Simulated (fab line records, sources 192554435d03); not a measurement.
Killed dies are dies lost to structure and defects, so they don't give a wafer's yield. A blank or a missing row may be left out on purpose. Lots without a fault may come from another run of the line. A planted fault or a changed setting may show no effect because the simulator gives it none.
Split-lot experiment | flow n5_finfet | 7 lots, 21 wafers read, on a route of 1938 steps

THE SPLIT
At N5_SD_EPI_N_ETCH_45 (etches SiOCN in CH3F/O2, target depth 6 nm), the setting target_depth_a was moved away from the recipe's 60 angstrom on 7 of the 21 wafers read, by -8.9% to +7.1%. The other wafers ran this setting at the recipe's value.

The reading is taken at the split's own step.

THE READING
etch.depth_nm (the simulator's own value, which no gauge read), in nm, at N5_SD_EPI_N_ETCH_45 (etches SiOCN in CH3F/O2, target depth 6 nm). The file gives no usual value for it. The 14 wafers here that ran the recipe average 6.077 nm, standard deviation 0.065 nm.

wafer  | tool, chamber at the split | target_depth_a as run, angstrom | against the recipe | etch.depth_nm, nm | against lot-mates on the recipe
L074.1 | rie_diel-05, 3             | 62.26                           | +3.8%              | 6.299             | +0.183
L074.4 | rie_diel-05, 1             | 60                              | recipe             | 6.1               | -
L074.5 | rie_diel-05, 1             | 60                              | recipe             | 6.133             | -
L080.1 | rie_diel-02, 1             | 62.54                           | +4.2%              | 6.311             | +0.205
L080.3 | rie_diel-02, 2             | 62.54                           | +4.2%              | 6.277             | +0.171
L080.6 | rie_diel-02, 0             | 60                              | recipe             | 6.106             | -
L084.1 | rie_diel-04, 1             | 64.28                           | +7.1%              | 6.35              | +0.297
L084.2 | rie_diel-04, 0             | 60                              | recipe             | 6.042             | -
L084.3 | rie_diel-04, 2             | 60                              | recipe             | 6.064             | -
L087.2 | rie_diel-05, 0             | 54.66                           | -8.9%              | 5.382             | -0.521
L087.3 | rie_diel-05, 3             | 54.66                           | -8.9%              | 5.413             | -0.490
L087.6 | rie_diel-05, 3             | 60                              | recipe             | 5.903             | -
L091.1 | rie_diel-04, 0             | 60                              | recipe             | 6.118             | -
L091.4 | rie_diel-04, 3             | 60                              | recipe             | 6.142             | -
L091.5 | rie_diel-04, 3             | 60                              | recipe             | 6.074             | -
L094.1 | rie_diel-04, 0             | 63.45                           | +5.8%              | 6.474             | +0.343
L094.3 | rie_diel-04, 2             | 60                              | recipe             | 6.141             | -
L094.5 | rie_diel-04, 3             | 60                              | recipe             | 6.121             | -
L095.3 | rie_diel-04, 1             | 60                              | recipe             | 5.97              | -
L095.4 | rie_diel-04, 0             | 60                              | recipe             | 6.085             | -
L095.6 | rie_diel-04, 3             | 60                              | recipe             | 6.084             | -

THE FIT
A straight line over all 21 wafers: etch.depth_nm changes by +0.0656 nm for each +1% of target_depth_a; r = +0.96; the points scatter about the line by 0.077 nm.
The same after taking each lot's own level away (the mean of its wafers on the recipe; 21 wafers): +0.0528 nm for each +1%; r = +0.99; scatter 0.036 nm.
On that fit, the largest move of target_depth_a shifts the reading by 0.47 nm.
The lots' own levels span 5.9030 to 6.1310 nm, that is 3.5 times the standard deviation above.
So the lot-to-lot level changes the slope: the two fits differ.
Check: with one of the wafers moved furthest among these (-8.9%) left out of the fit, the line predicts -0.458 nm for it against its lot-mates. It came out at -0.521 nm against them.

OTHER SPLITS ON THESE WAFERS
These wafers also went through other splits before the reading. Each is held against what the fit with the lots' levels taken away leaves over:
other split on the same wafers        | wafers away from the commonest value | r with etch.depth_nm (lot level and that fit taken away)
N5_ZERO_LAYER_ETCH_18 icp_w           | 9                                    | +0.16
N5_WELL_APT_EXPOSE_05 dose_mj         | 9                                    | +0.10
N5_FIN_SAQP_PEB_14 peb_time_s         | 7                                    | +0.11
N5_FIN_SAQP_DEVELOP_15 develop_time_s | 7                                    | +0.28
N5_FIN_CUT_EXPOSE_05 dose_mj          | 10                                   | -0.08
N5_FIN_CUT_ETCH_21 time_s             | 9                                    | +0.31
N5_DUMMY_GATE_COAT_34 spin_rpm        | 6                                    | +0.12
N5_DUMMY_GATE_COAT_28 spin_rpm        | 9                                    | -0.05
N5_SD_EPI_N_ETCH_35 source_w          | 4                                    | +0.02

THE FILE'S OWN FIT
etch.depth_nm changes by +0.0516 nm for each +1% of target_depth_a, r = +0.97.
